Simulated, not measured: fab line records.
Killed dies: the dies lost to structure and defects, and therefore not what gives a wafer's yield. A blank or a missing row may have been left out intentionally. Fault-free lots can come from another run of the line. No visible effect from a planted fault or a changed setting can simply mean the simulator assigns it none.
Chamber matching | flow n5Finfet | 4 sister chambers for N5_HKMG_FIN_PWFM_ALD_03 on aldMetal-04
The step deposits TiN, target thk 2 nm, pulse time 1 s, purge time 3 s. 8 wafers are shown with their chamber, then 7 later ones without.

== WAFERS PAIRED WITH THEIR CHAMBERS ==
wafer  | chamber | heaterPowerW (W) | precursorPulseHeightRel
L076.6 | 0       | 891              | 1.011
L086.2 | 1       | 842              | 0.945
L086.3 | 0       | 895              | 0.968
L088.3 | 1       | 848              | 0.999
L089.4 | 2       | 882              | 1.025
L089.5 | 3       | 788              | 0.998
L090.2 | 3       | 777              | 1.023
L090.3 | 2       | 886              | 0.994

== WAFERS WITH NO CHAMBER GIVEN ==
wafer  | heaterPowerW (W) | precursorPulseHeightRel
L090.6 | 773              | 1.010
L092.2 | 784              | 1.034
L092.3 | 878              | 0.970
L092.4 | 820              | 0.981
L097.2 | 771              | 0.993
L097.4 | 904              | 1.001
L097.5 | 886              | 1.005

== THE CHAMBER EACH PASSED THROUGH ==
wafer  | from the rows above     | in truth
L090.6 | 3                       | 3
L092.2 | 3                       | 3
L092.3 | can't be placed: 2 or 0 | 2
L092.4 | 1                       | 1
L097.2 | 3                       | 3
L097.4 | can't be placed: 0 or 2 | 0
L097.5 | can't be placed: 2 or 0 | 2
4 of 7 placed correctly. From these rows, 3 cannot be placed; in 3 the true chamber is one of the candidates. Placed wrongly: 0.
How it was worked out, from the rows above alone: a wafer's distance from a chamber is the root of the sum, over the readings, of the square of ((its reading less the chamber's mean) divided by the reading's scatter). If the next closest chamber is less than 2 further off than the closest, the wafer can't be placed; otherwise it belongs to the closest. For every chamber, the mean is computed from those of its wafers that are shown. The scatter is the square root of a quotient: the sum, over the shown wafers, of each reading's squared deviation from its chamber's mean, divided by wafers minus chambers.
